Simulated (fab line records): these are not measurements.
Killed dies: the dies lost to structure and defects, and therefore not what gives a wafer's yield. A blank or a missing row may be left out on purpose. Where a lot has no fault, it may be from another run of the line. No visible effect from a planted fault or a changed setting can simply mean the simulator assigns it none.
fab line records -- flow n5_finfet
record: lots: 10, wafers: 28, last_day: 16
route steps=1938 shown SPACER0@261 SD_EPI_N@272 SD_ACTIVATION@332 BEOL_M4@1111 PASSIVATION@1936
lots that met no fault: from a run of the same line without faults
start_h: hours from the record's opening day to when the first of the lot's shown wafers began -- wait_h: hours elapsed since this lot's preceding step -- " the same as in the row above -- L1.1+2: a row that stands for several wafers -- - no value, or no start was given -- * or withheld: withheld -- < > ~ a bound
route shown NAME@n: names a module that has steps shown in the file, with the first one's number in the route -- usual: average and standard deviation across the fault-free wafers -- same: alike in all rows -- chamber/n: place in a boat -- sites: the reading at each site -- _std_site: how widely they spread, as a standard deviation -- _edge_site: outer sites' mean less inner sites' -- radius_mm: how far each site lies from the wafer's centre -- mask NAME#n: copy n -- behind: the tool/chamber that last shaped the wafer -- hold: why the lot was held/for how many hours/how that ended -- device: whichever transistor did not switch (one of n, p or np) -- end of line: the tests these same wafers got at the end of their route -- for a step that has no rows: nothing shown but its recipe -- killed: dies that structure and defects cost at the first sort, which is not the same as the wafer's yield -- map: the dies of a wafer, with x for killed, . for not killed, _ for no die there
set.NAME: the setting the step ran with; set.NAME@STEP: the setting that earlier step ran with -- model.NAME: the simulator's own value behind a step, which no gauge read
route steps across a sampled set of lots; one table per step, one row per wafer
services: from which hour (start_h, from the record's first day; less than 0 if before it) a tool's chamber was out of use, for how many hours, and why
== steps ==
step: N5_SPACER0_INSPECT_04
recipe: inspect_instrument: darkfield, mode: post_dep
usual: raw_defect_count: 135/32
lot.wafer,tool,chamber,start_h,wait_h,raw_defect_count
L931.3,defect_inspect-01,-,49.40,0.1,188
L931.4,defect_inspect-01,-,49.40,0.1,189
L931.5,defect_inspect-01,-,49.40,0.1,167
L933.3,defect_inspect-01,-,62.47,0.1,91
L933.5,defect_inspect-01,-,62.47,0.1,85
L933.6,defect_inspect-01,-,62.47,0.1,82
L938.2,defect_inspect-01,-,90.13,0.1,145
L938.4,defect_inspect-01,-,90.13,0.1,114
L938.5,defect_inspect-01,-,90.13,0.1,85
L941.3,defect_inspect-01,-,109.85,0.1,143
L941.4,defect_inspect-01,-,109.85,0.1,151
L943.4,defect_inspect-01,-,127.02,0.1,101
L943.5,defect_inspect-01,-,127.02,0.1,151
L944.2,defect_inspect-01,-,129.43,0.1,162
L944.3,defect_inspect-01,-,129.43,0.1,148
L944.5,defect_inspect-01,-,129.43,0.1,133
L946.1,defect_inspect-02,-,137.31,0.1,155
L946.2,defect_inspect-02,-,137.31,0.1,120
L946.3,defect_inspect-02,-,137.31,0.1,123
L947.1,defect_inspect-01,-,143.20,0.1,135
L947.2,defect_inspect-01,-,143.20,0.1,138
L947.3,defect_inspect-01,-,143.20,0.1,127
L951.1,defect_inspect-01,-,169.11,0.1,127
L951.2,defect_inspect-01,-,169.11,0.1,124
L951.4,defect_inspect-01,-,169.11,0.1,134
L952.1,defect_inspect-01,-,176.37,0.1,111
L952.3,defect_inspect-01,-,176.37,0.1,168
L952.4,defect_inspect-01,-,176.37,0.1,144
step: N5_SD_EPI_N_INSPECT_11
recipe: mode: adi, inspect_instrument: macro
usual: raw_defect_count: 2.2/1.5
lot.wafer,tool,chamber,start_h,wait_h,raw_defect_count
L931.3,defect_inspect-01,-,49.86,0.0,3
L931.4,defect_inspect-01,-,49.86,0.0,1
L931.5,defect_inspect-01,-,49.86,0.0,3
L933.3,defect_inspect-01,-,62.92,0.0,1
L933.5,defect_inspect-01,-,62.92,0.0,2
L933.6,defect_inspect-01,-,62.92,0.0,0
L938.2,defect_inspect-02,-,90.56,0.1,5
L938.4,defect_inspect-02,-,90.56,0.1,2
L938.5,defect_inspect-02,-,90.56,0.1,1
L941.3,defect_inspect-02,-,110.31,0.0,1
L941.4,defect_inspect-02,-,110.31,0.0,1
L943.4,defect_inspect-01,-,129.65,0.0,3
L943.5,defect_inspect-01,-,129.65,0.0,3
L944.2,defect_inspect-01,-,129.89,0.0,5
L944.3,defect_inspect-01,-,129.89,0.0,3
L944.5,defect_inspect-01,-,129.89,0.0,2
L946.1,defect_inspect-02,-,137.64,0.0,1
L946.2,defect_inspect-02,-,137.64,0.0,3
L946.3,defect_inspect-02,-,137.64,0.0,1
L947.1,defect_inspect-02,-,143.53,0.0,3
L947.2,defect_inspect-02,-,143.53,0.0,4
L947.3,defect_inspect-02,-,143.53,0.0,1
L951.1,defect_inspect-02,-,169.57,0.0,0
L951.2,defect_inspect-02,-,169.57,0.0,2
L951.4,defect_inspect-02,-,169.57,0.0,1
L952.1,defect_inspect-01,-,176.83,0.0,2
L952.3,defect_inspect-01,-,176.83,0.0,2
L952.4,defect_inspect-01,-,176.83,0.0,3
step: N5_SD_EPI_N_SD_RECESS_17
recipe: chemistry: HBr/Cl2/O2, target_depth_a: 410, mask_material: SOC, time_s: 23.7, bt_time_s: 3, pressure_mtorr: 10, icp_w: 800, bias_w: 112, HBr_flow_sccm: 150, Cl2_flow_sccm: 80, O2_flow_sccm: 12
usual: drypump_motor_current_A: 5.8/0.42, oes_product_au: 0.996/0.015, throttle_valve_pct: 37.2/0.53
lot.wafer,tool,chamber,start_h,wait_h,drypump_motor_current_A,oes_product_au,rf_hours_counter_h,throttle_valve_pct
L931.3,rie_si-04,3,50.81,0.0,5.7,1.019,79,37.1
L931.4,rie_si-04,2,50.81,0.0,5.2,0.989,38,36.5
L931.5,rie_si-04,3,50.81,0.0,5.7,1.016,-,37.1
L933.3,rie_si-02,1,63.64,0.0,5.8,0.958,163,37.0
L933.5,rie_si-02,3,63.64,0.0,5.4,0.995,-,37.2
L933.6,rie_si-02,2,63.64,0.0,5.4,0.981,-,37.9
L938.2,rie_si-04,1,91.55,0.0,6.5,0.994,50,36.7
L938.4,rie_si-04,0,91.55,0.0,6.0,0.993,185,38.1
L938.5,rie_si-04,1,91.55,0.0,6.5,0.993,-,36.7
L941.3,rie_si-04,0,111.03,0.0,6.0,1.001,185,38.1
L941.4,rie_si-04,3,111.03,0.0,5.8,1.022,80,37.1
L943.4,rie_si-04,2,130.37,0.0,5.2,0.986,39,36.5
L943.5,rie_si-04,2,130.37,0.0,5.2,0.983,-,36.5
L944.2,rie_si-03,0,130.61,0.0,6.2,1.001,17,36.5
L944.3,rie_si-03,1,130.61,0.0,5.7,0.995,101,37.3
L944.5,rie_si-03,2,130.61,0.0,5.2,0.999,-,37.6
L946.1,rie_si-03,0,138.36,0.0,6.2,1.001,17,36.5
L946.2,rie_si-03,3,138.36,0.0,6.2,1.020,63,37.4
L946.3,rie_si-03,1,138.36,0.0,5.7,0.999,102,37.3
L947.1,rie_si-02,2,144.25,0.0,5.4,0.997,125,37.8
L947.2,rie_si-02,0,144.25,0.0,5.9,0.976,14,37.6
L947.3,rie_si-02,1,144.25,0.0,5.7,0.973,165,37.0
L951.1,rie_si-03,1,170.63,0.0,5.7,1.001,102,37.3
L951.2,rie_si-03,3,170.63,0.0,6.2,1.022,64,37.4
L951.4,rie_si-03,0,170.63,0.0,6.1,0.997,18,36.5
L952.1,rie_si-04,0,177.56,0.0,6.0,0.996,186,38.1
L952.3,rie_si-04,3,177.56,0.0,5.7,1.016,81,37.1
L952.4,rie_si-04,1,177.56,0.0,6.5,0.996,52,36.7
step: N5_SD_EPI_N_EPI_21
recipe: material: Si:P, dopant: P, temp_c: 680, pressure_torr: 255, time_s: 690
usual: epi_growth_time_s: 690/0, susceptor_temp_C_max: 681.2/0.37
lot.wafer,tool,chamber,start_h,wait_h,epi_growth_time_s,susceptor_temp_C_max
L931.3,epi_rpcvd-03,0,52.35,0.7,690,681.5
L931.4,epi_rpcvd-03,0,52.35,0.7,690,681.6
L931.5,epi_rpcvd-03,0,52.35,0.7,690,681.5
L933.3,epi_rpcvd-02,0,65.55,0.9,690,680.9
L933.5,epi_rpcvd-02,0,65.55,0.9,690,681.3
L933.6,epi_rpcvd-02,0,65.55,0.9,690,681.2
L938.2,epi_rpcvd-03,0,92.81,0.4,690,681.5
L938.4,epi_rpcvd-03,0,92.81,0.4,690,680.9
L938.5,epi_rpcvd-03,0,92.81,0.4,690,682.0
L941.3,epi_rpcvd-03,0,112.94,0.9,728.41,681.1
L941.4,epi_rpcvd-03,0,112.94,0.9,690,680.8
L944.2,epi_rpcvd-02,0,132.20,0.5,690,681.3
L944.3,epi_rpcvd-02,0,132.20,0.5,690,681.2
L944.5,epi_rpcvd-02,0,132.20,0.5,690,681.7
L943.4,epi_rpcvd-03,0,132.26,0.9,690,681.8
L943.5,epi_rpcvd-03,0,132.26,0.9,728.41,681.4
L946.1,epi_rpcvd-04,0,139.34,0.1,690,680.8
L946.2,epi_rpcvd-04,0,139.34,0.1,690,680.3
L946.3,epi_rpcvd-04,0,139.34,0.1,690,680.6
L947.1,epi_rpcvd-04,0,145.24,0.1,690,681.6
L947.2,epi_rpcvd-04,0,145.24,0.1,690,681.2
L947.3,epi_rpcvd-04,0,145.24,0.1,690,680.8
L951.1,epi_rpcvd-02,0,171.61,0.1,690,680.6
L951.2,epi_rpcvd-02,0,171.61,0.1,690,680.8
L951.4,epi_rpcvd-02,0,171.61,0.1,690,681.0
L952.1,epi_rpcvd-02,0,178.54,0.1,690,681.2
L952.3,epi_rpcvd-02,0,178.54,0.1,690,681.3
L952.4,epi_rpcvd-02,0,178.54,0.1,690,681.7
step: N5_SD_ACTIVATION_RS_MEAS_03
recipe: thk_meas_gauge: four-point-probe
usual: RS_SD_N: 21.87/0.28, RS_SD_P: 56.1/0.86
lot.wafer,tool,chamber,start_h,wait_h,RS_SD_N[ohm/sq],RS_SD_P[ohm/sq]
L931.3,film_metro-02,-,58.78,0.2,21.60,56.3
L931.4,film_metro-02,-,58.78,0.2,22.08,56.8
L931.5,film_metro-02,-,58.78,0.2,21.95,56.5
L933.3,film_metro-02,-,72.41,0.2,21.50,57.0
L933.5,film_metro-02,-,72.41,0.2,22.00,57.5
L933.6,film_metro-02,-,72.41,0.2,21.77,56.2
L938.2,film_metro-02,-,99.48,0.2,21.64,56.2
L938.4,film_metro-02,-,99.48,0.2,21.70,56.3
L938.5,film_metro-02,-,99.48,0.2,22.14,57.1
L941.3,film_metro-01,-,119.84,0.2,21.00,55.2
L941.4,film_metro-01,-,119.84,0.2,21.53,55.1
L943.4,film_metro-01,-,138.79,0.1,21.76,56.1
L943.5,film_metro-01,-,138.79,0.1,21.12,56.0
L944.2,film_metro-01,-,139.65,0.2,21.67,55.8
L944.3,film_metro-01,-,139.65,0.2,21.83,55.5
L944.5,film_metro-01,-,139.65,0.2,21.74,56.2
L946.1,film_metro-01,-,146.89,0.2,22.04,56.9
L946.2,film_metro-01,-,146.89,0.2,22.14,56.3
L946.3,film_metro-01,-,146.89,0.2,22.21,56.7
L947.1,film_metro-02,-,153.73,0.2,22.47,56.4
L947.2,film_metro-02,-,153.73,0.2,22.41,56.9
L947.3,film_metro-02,-,153.73,0.2,22.46,55.6
L951.1,film_metro-02,-,178.52,0.2,22.02,56.4
L951.2,film_metro-02,-,178.52,0.2,21.95,56.3
L951.4,film_metro-02,-,178.52,0.2,21.43,55.7
L952.1,film_metro-02,-,186.08,0.2,21.96,58.4
L952.3,film_metro-02,-,186.08,0.2,22.01,57.5
L952.4,film_metro-02,-,186.08,0.2,22.09,56.8
step: N5_BEOL_M4_RC_MEAS_101
usual: DIBL_N: 36.0/2.5, DIBL_P: 36.3/2.8, IOFF_N: 0.16/0.042, IOFF_P: 0.21/0.045, ION_N: 673/15, ION_P: 463/8.1, RS_SD_N: 28.3/0.35, SS_N: 71.4/0.73, SS_P: 73.3/0.92, VT_N: 251/4.1, VT_P: -250/3.4
lot.wafer,tool,chamber,start_h,wait_h,DIBL_N[mV/V],DIBL_P[mV/V],IOFF_N[nA/um],IOFF_P[nA/um],ION_N[uA/um],ION_P[uA/um],RS_SD_N[ohm/sq],SS_N[mV/dec],SS_P[mV/dec],VT_N[mV],VT_P[mV]
L931.3,prober-01,0,162.75,0.3,41.9,41.1,0.28,0.38,698,477,28.1,73.4,74.9,242,-241
L931.4,prober-01,0,162.75,0.3,36.1,35.2,0.14,0.23,668,467,28.5,71.5,73.1,252,-250
L931.5,prober-01,0,162.75,0.3,36.1,33.6,0.14,0.22,670,465,28.0,70.6,72.8,251,-248
L933.3,prober-01,0,170.01,0.3,34.4,34.2,0.14,0.20,661,462,28.0,71.1,72.6,253,-250
L933.5,prober-01,0,170.01,0.3,34.8,34.2,0.14,0.21,662,463,28.1,71.2,72.7,250,-251
L933.6,prober-01,0,170.01,0.3,34.3,33.2,0.13,0.19,651,459,28.2,71.4,72.0,252,-251
L938.2,prober-01,0,203.66,0.2,37.6,36.5,0.16,0.23,686,471,28.0,72.0,73.0,248,-247
L938.4,prober-01,0,203.66,0.2,40.1,38.8,0.22,0.28,702,476,28.7,71.3,73.4,243,-246
L938.5,prober-01,0,203.66,0.2,35.6,33.6,0.14,0.19,674,464,28.7,70.8,71.6,250,-250
L941.3,prober-01,0,223.64,0.3,36.1,37.7,0.15,0.20,676,462,27.0,71.2,73.2,251,-251
L941.4,prober-01,0,223.64,0.3,33.2,33.2,0.10,0.14,659,450,28.3,70.2,72.7,258,-257
L943.4,prober-02,0,239.46,0.5,30.8,31.1,0.09,0.16,657,466,28.0,70.4,72.1,257,-253
L943.5,prober-02,0,239.46,0.5,34.9,35.5,0.13,0.21,656,456,27.2,70.5,73.3,256,-249
L944.2,prober-02,0,247.12,0.2,34.3,36.2,0.15,0.18,675,459,28.1,71.1,73.2,250,-253
L944.3,prober-02,0,247.12,0.2,37.9,39.6,0.21,0.24,672,459,28.3,71.5,73.8,248,-250
L944.5,prober-02,0,247.12,0.2,33.5,35.0,0.14,0.18,681,463,28.0,70.9,73.2,252,-253
L946.1,prober-02,0,253.17,0.0,37.6,37.1,0.15,0.21,679,462,28.3,72.0,73.2,253,-251
L946.2,prober-02,0,253.17,0.0,38.5,38.4,0.18,0.25,692,474,28.5,71.8,73.8,248,-249
L946.3,prober-02,0,253.17,0.0,38.4,37.4,0.15,0.21,668,459,28.7,72.0,74.4,250,-249
L947.1,prober-02,0,254.98,0.0,35.6,34.9,0.14,0.18,668,457,29.0,71.3,73.4,252,-252
L947.2,prober-02,0,254.98,0.0,41.7,43.4,0.28,0.33,698,474,28.8,72.5,74.9,243,-246
L947.3,prober-02,0,254.98,0.0,37.3,37.9,0.20,0.21,697,466,29.0,71.3,74.7,244,-249
L951.1,prober-02,0,281.25,0.0,36.9,37.6,0.16,0.23,681,467,28.6,71.5,73.4,251,-247
L951.2,prober-02,0,281.25,0.0,36.6,37.1,0.15,0.23,660,459,28.0,71.2,73.1,251,-248
L951.4,prober-02,0,281.25,0.0,36.6,38.0,0.18,0.25,686,473,28.2,71.6,74.0,247,-245
L952.1,prober-01,0,292.84,0.0,39.0,39.9,0.23,0.25,691,460,28.5,73.0,74.0,245,-250
L952.3,prober-01,0,292.84,0.0,35.4,35.2,0.15,0.18,669,452,28.7,71.5,73.2,253,-254
L952.4,prober-01,0,292.84,0.0,38.2,38.7,0.19,0.23,692,466,28.8,72.7,74.3,250,-251
step: N5_PASSIVATION_PROBE_49
usual: defect_limited_yield: 91.0/1.4, killed_at_M0_to_M3: 36/11, killed_at_M4_up: 13/5.4, killed_at_contacts: 12/6.4, killed_at_front_end: 41/13, killed_at_other: 2.9/2.3, killed_dies: 106/17, killed_open: 70/12, killed_short: 34/8.4, sort_bin_4_leakage: 0.01/0.057, sort_bin_5_function: 5.2/1, sort_bin_6_memory: 3.4/0.63, sort_n_pass: 1074/18, sort_yield_pct: 91.0/1.6
same: gross_dies: 1180, killed_at_back_side: 0, sort_bin_8_speed[%]: 0
lot.wafer,tool,chamber,start_h,wait_h,defect_limited_yield[%],killed_at_M0_to_M3,killed_at_M4_up,killed_at_contacts,killed_at_front_end,killed_at_other,killed_dies,killed_open,killed_short,sort_bin_4_leakage[%],sort_bin_5_function[%],sort_bin_6_memory[%],sort_n_pass,sort_yield_pct[%]
L933.3,prober-02,-,274.59,0.1,89.9,30,11,25,48,5,119,84,28,0,6.0,3.9,1061,89.9
L933.5,prober-02,-,274.69,0.2,90.8,34,14,37,23,0,108,79,26,0,5.9,3.1,1072,90.8
L933.6,prober-02,-,274.74,0.3,89.8,39,12,21,43,5,120,79,39,0,5.5,4.1,1060,89.8
L938.2,prober-01,-,306.33,0.1,91.9,27,11,19,35,4,96,63,33,0,5.0,2.7,1084,91.9
L938.4,prober-01,-,306.43,0.2,93.1,36,7,7,30,1,81,56,25,0,4.6,2.3,1099,93.1
L938.5,prober-01,-,306.48,0.2,91.4,34,16,16,34,2,102,71,29,0,4.9,3.5,1078,91.4
L943.4,prober-01,-,339.68,0.2,92.5,31,5,20,30,3,89,61,27,0,4.2,3.0,1091,92.5
L943.5,prober-01,-,339.73,0.2,93.5,24,18,8,26,1,77,57,20,0,4.3,2.1,1103,93.5
L947.2,prober-01,-,355.87,0.1,91.6,34,12,9,43,1,99,61,33,0.08,5.0,2.6,1080,91.5
L946.2,prober-01,-,360.05,0.1,90.4,26,15,5,66,1,113,58,43,0,4.9,3.8,1067,90.4
L951.1,prober-02,-,381.34,0.0,90.2,55,8,11,41,1,116,79,35,0,6.7,2.7,1064,90.2
L951.2,prober-02,-,381.39,0.1,90.0,47,12,15,43,1,118,74,41,0,6.2,3.5,1062,90.0
L951.4,prober-02,-,381.49,0.2,89.7,48,10,16,47,1,122,75,44,0,6.0,3.6,1058,89.7
killed by level:class
L933.3 MOL_CONTACT_COAG:geometric_particle:open=20 DUMMY_GATE:geometric_particle:open=12 BEOL_M0_SAQP:geometric_particle:open=11 STI_FIN_REVEAL:geometric_particle:open=7 DUMMY_GATE:geometric_particle:short=7 FIN_SAQP:geometric_particle:open=6 BEOL_M2:geometric_particle:open=6 GATE_CUT:geometric_particle:open=4
L933.5 MOL_CONTACT_COAG:geometric_particle:open=32 BEOL_M0_SAQP:geometric_particle:short=8 BEOL_M0_SAQP:geometric_particle:open=7 BEOL_M1:geometric_particle:open=7 BEOL_M4:geometric_particle:open=6 DUMMY_GATE:geometric_particle:open=5 MOL_CONTACT_COAG:geometric_particle:short=5 STI_FIN_REVEAL:geometric_particle:open=4
L933.6 MOL_CONTACT_COAG:geometric_particle:open=16 DUMMY_GATE:geometric_particle:open=13 BEOL_M0_SAQP:geometric_particle:open=11 FIN_SAQP:geometric_particle:short=9 BEOL_M1:geometric_particle:open=7 BEOL_M0_SAQP:geometric_particle:short=6 MOL_CONTACT_COAG:geometric_particle:short=5 BEOL_M4:geometric_particle:open=5
L938.2 MOL_CONTACT_COAG:geometric_particle:open=17 GATE_CUT:geometric_particle:short=7 BEOL_M4:geometric_particle:open=7 STI_FIN_REVEAL:geometric_particle:open=6 BEOL_M3:geometric_particle:open=6 DUMMY_GATE:geometric_particle:open=5 FIN_SAQP:geometric_particle:short=4 BEOL_M2:geometric_particle:open=4
L938.4 BEOL_M2:geometric_particle:open=10 BEOL_M3:geometric_particle:open=10 BEOL_M1:geometric_particle:open=7 FIN_SAQP:geometric_particle:open=6 STARTING-WAFER:geometric_particle:short=5 MOL_CONTACT_COAG:geometric_particle:open=5 BEOL_M0_SAQP:geometric_particle:open=4 BEOL_M4:geometric_particle:open=4
L938.5 MOL_CONTACT_COAG:geometric_particle:open=13 BEOL_M3:geometric_particle:open=10 DUMMY_GATE:geometric_particle:open=9 BEOL_M4:geometric_particle:open=8 BEOL_M0_SAQP:geometric_particle:open=5 FIN_SAQP:geometric_particle:open=4 FIN_SAQP:geometric_particle:short=4 GATE_CUT:geometric_particle:short=4
L943.4 MOL_CONTACT_COAG:geometric_particle:open=16 BEOL_M0_SAQP:geometric_particle:open=11 FIN_SAQP:geometric_particle:open=5 BEOL_M0:geometric_particle:open=5 STI_FIN_REVEAL:geometric_particle:open=4 DUMMY_GATE:geometric_particle:open=4 MOL_CONTACT_COAG:geometric_particle:short=4 BEOL_M0_SAQP:geometric_particle:short=4
L943.5 STI_FIN_REVEAL:geometric_particle:open=10 BEOL_M2:geometric_particle:open=10 MOL_CONTACT_COAG:geometric_particle:open=6 BEOL_M4:geometric_particle:open=6 FIN_SAQP:geometric_particle:open=4 BEOL_M3:geometric_particle:open=4 BEOL_M0_SAQP:geometric_particle:short=3 BEOL_M0_SAQP:geometric_particle:open=3
L947.2 FIN_SAQP:geometric_particle:open=17 BEOL_M0_SAQP:geometric_particle:short=9 BEOL_M0_SAQP:geometric_particle:open=9 BEOL_M1:geometric_particle:open=7 FIN_SAQP:geometric_particle:short=6 BEOL_M4:geometric_particle:open=6 MOL_CONTACT_COAG:geometric_particle:open=5 STARTING-WAFER:geometric_particle:short=5
L946.2 FIN_SAQP:geometric_particle:open=17 FIN_SAQP:geometric_particle:short=16 HKMG_FIN:area_etch=8 STI_FIN_REVEAL:geometric_particle:open=7 BEOL_M1:geometric_particle:open=6 BEOL_M4:geometric_particle:open=6 BEOL_M1:geometric_particle:short=5 BEOL_M3:geometric_particle:open=5
L951.1 BEOL_M0_SAQP:geometric_particle:open=13 BEOL_M1:geometric_particle:open=12 BEOL_M2:geometric_particle:open=10 FIN_SAQP:geometric_particle:open=8 MOL_CONTACT_COAG:geometric_particle:open=8 FIN_SAQP:geometric_particle:short=7 STI_FIN_REVEAL:geometric_particle:open=7 DUMMY_GATE:geometric_particle:open=7
L951.2 MOL_CONTACT_COAG:geometric_particle:open=14 BEOL_M0_SAQP:geometric_particle:short=12 FIN_SAQP:geometric_particle:short=11 BEOL_M3:geometric_particle:open=9 BEOL_M1:geometric_particle:open=8 BEOL_M0_SAQP:geometric_particle:open=8 FIN_SAQP:geometric_particle:open=6 STI_FIN_REVEAL:geometric_particle:open=5
L951.4 FIN_SAQP:geometric_particle:short=17 BEOL_M0_SAQP:geometric_particle:open=17 MOL_CONTACT_COAG:geometric_particle:open=14 STI_FIN_REVEAL:geometric_particle:open=11 BEOL_M0_SAQP:geometric_particle:short=11 DUMMY_GATE:geometric_particle:open=8 BEOL_M1:geometric_particle:open=8 FIN_SAQP:geometric_particle:open=4
== services ==
tool,chamber,start_h,hours,kind
rie_si-03,2,51.60,-,clean
rie_si-03,2,51.60,21.4,scheduled_down
rie_si-03,2,51.60,21.4,vent_cycle
epi_rpcvd-04,-,59.21,6.0,pm
epi_rpcvd-03,-,69.19,0.8,repair
rie_si-02,2,71.70,3.7,repair
rie_si-02,3,75.01,4.9,repair
rie_si-03,-,98.85,14.6,pm
rie_si-04,2,117.94,6.7,repair
== key ==
first_sign: step: N5_SD_EPI_N_EPI_21, reading: epi_growth_time_s, direction: up, sigmas: 99+, usual: *, struck: *
effect: step: N5_SD_ACTIVATION_RS_MEAS_03, reading: RS_SD_N, direction: down, sigmas: 2.9, usual: 21.87, struck: 21.06
effect: step: N5_BEOL_M4_RC_MEAS_101, reading: RS_SD_N, direction: down, sigmas: 3.5, usual: 28.3, struck: 27.1
met_at N5_SD_EPI_N_EPI_21
struck_lots L941,L943
struck_wafers L941.3,L943.5
not_acting_at N5_SPACER0_INSPECT_04,N5_SD_EPI_N_INSPECT_11,N5_SD_EPI_N_SD_RECESS_17
onset_between 92.81 112.94
fault: kind: process_parameter_drift, tool: epi_rpcvd-03, chamber: -, onset_h: 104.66, steps: N5_SD_EPI_N_EPI_21, channel: epi_growth_time_s, offset: *, shape: step, end_h: 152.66, scope: struck_wafers_only, acts_in: *, stated: *
